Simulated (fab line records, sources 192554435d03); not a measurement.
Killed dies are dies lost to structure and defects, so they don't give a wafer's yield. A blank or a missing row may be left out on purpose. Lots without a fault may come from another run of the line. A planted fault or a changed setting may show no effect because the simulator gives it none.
Problem report in the 8D (eight disciplines) form, filled by code | flow n5_finfet | the parts of the form that need people (team, actions taken, sign-off) are left out

1. THE PROBLEM
spin_speed_rpm at N5_BEOL_M5_COAT_05 reads a mean of 1284.8 rpm on 6 wafers of 2 lots; wafers without a fault read 1500.0 rpm with a standard deviation of 0.87. That is -99 or more standard deviations from the usual mean.
The step: resist thk 30 nm.
First seen on wafer L609.1, day 11 01:26, on litho_track-04. The record holds 33 wafers of 11 lots with a number at this step. Rule for "out", or "out of limits": more than 4 standard deviations from the usual mean. The other wafers with a number count as sound.

2. WHAT IT IS AND WHAT IT IS NOT
question                    | is                     | is not
which readings at this step | spin_speed_rpm         | dispense_pressure_kPa
which lots                  | L609, L610             | L599, L600, L601, L602, L613, L615, L616, L618, L620
which wafers of those lots  | all that have a number | -
read on which tools         | litho_track-04         | litho_track-03, litho_track-05
when                        | from day 11 01:26      | up to then (12 sound wafers); but 15 sound wafers of L613, L615, L616, L618, L620 came after

3. SUSPECTS, AND WHAT RULES EACH OUT
Counting: a tool at a process step up to the reading stays a suspect if it ran every lot that is out and no sound lot after the first of them.
- cvd_co-02 at N5_BEOL_M4_CO_CAP_55 (material Co, precursor CCTBA/H2, target thk 2 nm, time 102.1 s): ruled out as a lasting fault. Sound lots L613, L616 ran on it after its first lot that is out, L609 (day 10 22:30).
- litho_track-04 at N5_BEOL_M5_COAT_05 (resist thk 30 nm): kept. It ran every lot that is out, first L609 (day 11 01:26), and no sound lot after that; its last sound lot up to then is L600 (day 8 00:07). Its own readings are out on those wafers: spin_speed_rpm.
Left after counting: litho_track-04 at N5_BEOL_M5_COAT_05.

4. THE CAUSE (what the simulator had put in)
Process parameter drift: litho_track-04, from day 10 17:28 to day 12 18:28, at N5_BEOL_M5_COAT_05. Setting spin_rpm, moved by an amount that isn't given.
Counting left only this tool.

5. THE CHAIN OF EFFECTS, in route order
Each row: a reading whose mean over the struck wafers that have a number lies more than 3 standard deviations from the usual. Only readings for which the record gives a usual standard deviation are gone through. hours: the time from each lot's start at the first step in this table that gives one to its start at this step, as a median over the lots. sigmas: the change in usual standard deviations.
hours | step               | reading        | usual      | on struck wafers | change | sigmas
0     | N5_BEOL_M5_COAT_05 | spin_speed_rpm | 1500.0 rpm | 1284.8           | -215.2 | -99 or more
The process steps in it:
- N5_BEOL_M5_COAT_05: resist thk 30 nm.
Later measuring or inspecting steps at which every struck wafer that the step has a row for has a number for every such reading, and none has moved that far: N5_BEOL_M5_OVL_MEAS_12.

6. WHAT WOULD HAVE CAUGHT IT SOONER
In this record the first reading out of limits was taken at day 11 01:26, 8 hours after the fault began at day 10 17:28.
